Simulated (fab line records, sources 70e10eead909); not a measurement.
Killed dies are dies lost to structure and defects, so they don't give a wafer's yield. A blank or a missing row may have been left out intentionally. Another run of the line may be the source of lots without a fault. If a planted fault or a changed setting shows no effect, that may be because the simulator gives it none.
Comparing a struck lot with a sound one / flow nand_harc / 15 steps out of a route of 1302
Sound: wafers L410.3, L410.4, L410.5. Wafers struck: L411.3, L411.4, L411.6. The cause is named last.
Per side, at each step with rows, come the tool, then ch with its chambers, and then its first start. Under that, the readings that differ: sound wafers / struck wafers / difference of the means / sigmas: that difference in standard deviations of wafers without a fault.
alike: readings with means less than 2 such deviations apart, plus words and numbers identical on both sides. not compared: withheld readings, readings lacking a value on some wafer, bounds such as >300 that could conceal the same value, and numbers that have no deviation in the record and whose values overlap.
Wherever a step has rows on one side only, a row that says differs or no value, or a row with sigmas, the two part there. Numbers that have no deviation but don't overlap get no sigmas and don't part them. Lack of a reading on every wafer of one side parts them only where that side has two or more wafers.

NHARC_A_CHANNEL_HOLE_D2_ETCH_44: etches the open film in CF4/O2, target depth 140 nm, overetch 14 nm, time 77 s.
  sound on rie_diel-06 ch 2,3, day 18 02:38; struck on rie_diel-06 ch 0,1,2, day 18 10:35
  alike: cf4_flow_sccm, drypump_motor_current_A, oes_product_au, rf_fwd_power_W, rf_vpp_V, showerhead_plenum_p_Torr, throttle_valve_pct
  not compared: rf_hours_counter_h
NHARC_A_CHANNEL_HOLE_D2_STRIP_28: strips in O2.
  sound on rie_diel-06 ch 0,2,3; struck on rie_diel-06 ch 1,3
  alike: drypump_motor_current_A, oes_product_au, rf_vpp_V, showerhead_plenum_p_Torr, throttle_valve_pct
  not compared: rf_hours_counter_h
then, 2 steps without rows for these wafers: NHARC_A_CHANNEL_HOLE_D2_PRECLEAN_29 (cleans in SC1); NHARC_A_CHANNEL_HOLE_D2_SRD_30.
NHARC_A_CHANNEL_HOLE_D2_CD_MEAS_31:
  sound on cd_sem-02 at day 18 03:26; struck on cd_sem-02 at day 18 11:23
  alike: cd_nm
NHARC_A_CHANNEL_HOLE_D2_XSEM_32:
  sound on xsem-02 ch 0, day 18 03:32; struck on xsem-01 ch 0, day 18 11:28
  alike: bot_cd_nm, bow_nm, tilt_deg
NHARC_A_CHANNEL_HOLE_D2_INSPECT_40:
  sound on defect_inspect-01 at day 18 03:38; struck on defect_inspect-01 at day 18 11:34
  alike: raw_defect_count
then, 3 steps without rows for these wafers: NHARC_A_CHANNEL_FILL_D2_PRECLEAN_00 (cleans in SC1); NHARC_A_CHANNEL_FILL_D2_SRD_01; NHARC_A_CHANNEL_FILL_D2_ALD_02 (deposits SiO2, target thk 6 nm, pulse time 10 s, ald cycles 60).
NHARC_A_CHANNEL_FILL_D2_ALD_03: deposits SiNx, target thk 6 nm, pulse time 60 s, ald cycles 58.
  sound on ald_sin_batch-01 ch 0; struck on ald_sin_batch-01 ch 0
reading=chamber_pressure_Torr (Torr); sound=2.003 2.005 2.003; struck=1.990 1.991 1.987; difference=-0.014; sigmas=-3
reading=susceptor_temp_C (C); sound=- - -; struck=629.9 629.8 629.8; difference=no value on the sound wafers; sigmas=
  alike: precursor_pulse_height_rel
then, 1 step without rows for these wafers: NHARC_A_CHANNEL_FILL_D2_ALD_14 (deposits SiO2, target thk 2.5 nm, pulse time 10 s, ald cycles 25).
NHARC_A_CHANNEL_FILL_D2_ALD_15: deposits SiNx, target thk 2 nm, pulse time 60 s, ald cycles 19.
  sound on ald_sin_batch-03 ch 0, day 18 14:47; struck on ald_sin_batch-03 ch 0, day 18 22:58
reading=susceptor_temp_C (C); sound=- - -; struck=601.50 601.48 601.74; difference=no value on the sound wafers; sigmas=
  alike: chamber_pressure_Torr, precursor_pulse_height_rel
NHARC_A_CHANNEL_FILL_D2_ALD_16: deposits SiO2, target thk 1.5 nm, pulse time 10 s, ald cycles 15.
  sound on ald_hk-04 ch 1,3, day 18 16:51; struck on ald_hk-04 ch 1,3, day 19 01:03
  alike: heater_power_w, precursor_pulse_height_rel, susceptor_temp_C
next, for these wafers, 1 step has no rows: NHARC_END_SORT_01.

## WHERE THEY PART
Earliest at NHARC_A_CHANNEL_FILL_D2_ALD_03; latest, in this record, at NHARC_A_CHANNEL_FILL_D2_ALD_15. Later steps at which nothing parts them and some readings are alike: NHARC_A_CHANNEL_FILL_D2_ALD_16.

WHY: what had been put in by the simulator
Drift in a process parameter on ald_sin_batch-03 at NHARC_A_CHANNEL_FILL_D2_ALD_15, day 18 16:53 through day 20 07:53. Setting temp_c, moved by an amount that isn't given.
